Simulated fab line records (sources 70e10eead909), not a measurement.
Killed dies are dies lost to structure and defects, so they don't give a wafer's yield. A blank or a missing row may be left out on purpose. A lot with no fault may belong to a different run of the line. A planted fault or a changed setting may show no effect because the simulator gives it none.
Which tool was responsible? ; flow nandHarc ; Sampling: 12 lots, 36 wafers, 3 of 1302 route steps

== WHAT THE GAUGES READ, wafer by wafer ==
NHARC_A_CONTACT_CD_MEAS_42 targets a cd of 300 nm.
lot;measured;on;cdNm (nm)
L074;day 21 19:01;cdSem-03;299.2 299.6 299.2
L077;day 22 06:17;cdSem-03;300.4 299.8 300.2
L078;day 23 00:26;cdSem-03;299.3 300.0 299.8
L081;day 24 00:34;cdSem-01;299.9 300.3 300.9
L084;day 25 08:32;cdSem-03;300.6 299.8 299.4
L085;day 25 20:35;cdSem-02;299.5 300.0 299.5
L089;day 27 02:20;cdSem-01;300.8 301.4 300.0
L090;day 27 20:17;cdSem-01;299.6 299.3 300.0
L091;day 28 16:48;cdSem-03;298.6 300.0 299.0
L093;day 28 22:59;cdSem-01;300.6 299.8 300.0
L095;day 30 08:17;cdSem-03;300.9 299.1 299.9
L097;day 31 03:16;cdSem-02;299.8 299.7 300.5

== TOOL THAT RAN EACH LOT (tool first, then ch and the chambers of the sampled wafers, then the start) ==
lot;NHARC_A_WL_FILL_ALD_00;NHARC_A_WL_FILL_STRIP_27
L074;aldHk-02 ch 1,2, day 20 15:20;plasmaAsher-01 ch 0,1, day 20 17:07
L077;aldHk-03 ch 1,2,3, day 21 03:33;plasmaAsher-01 ch 0, day 21 05:16
L078;aldHk-01 ch 1,2,3, day 22 00:44;plasmaAsher-01 ch 0,1, day 22 02:22
L081;aldHk-01 ch 0,1,2, day 22 20:28;plasmaAsher-02 ch 0,1, day 22 22:07
L084;aldHk-02 ch 0,1,3, day 24 08:47;plasmaAsher-01 ch 0,1, day 24 10:28
L085;aldHk-01 ch 0,1, day 24 16:17;plasmaAsher-01 ch 0,1, day 24 18:17
L089;aldHk-03 ch 0,2,3, day 26 02:46;plasmaAsher-02 ch 0,1, day 26 04:26
L090;aldHk-01 ch 1,2, day 26 14:55;plasmaAsher-02 ch 0,1, day 26 16:35
L091;aldHk-02 ch 0,2, day 27 13:25;plasmaAsher-01 ch 0,1, day 27 15:12
L093;aldHk-03 ch 1,2,3, day 27 23:38;plasmaAsher-02 ch 0, day 28 01:24
L095;aldHk-03 ch 0,3, day 29 03:22;plasmaAsher-01 ch 1, day 29 05:02
L097;aldHk-01 ch 0,2,3, day 30 03:35;plasmaAsher-02 ch 0,1, day 30 05:16
- NHARC_A_WL_FILL_ALD_00: deposits Al2O3, target thk 3 nm, pulse time 3 s, ald cycles 30.
- NHARC_A_WL_FILL_STRIP_27: strips in N2/H2, time 20 s.

== THE ANSWER, worked out from the rows above alone ==
Rule: the lots themselves supply what counts as usual. The widest of any qualifying gaps counts: lots, ordered by their means at a reading, are off when they make up no more than a third of the lots, leave a main group of 4 or more, and stand apart from it by 3 or more times the standard deviation of that group's means. The tables above print the reading to a certain number of digits; a main group whose means all agree to those digits is not used. A lot without any number at a reading at which 4 lots or more have one is off too. The other lots that the step has rows for count as sound.
Nothing can be told from this: no lot is off at any reading shown.

== WHAT THE SIMULATOR HAD PUT IN ==
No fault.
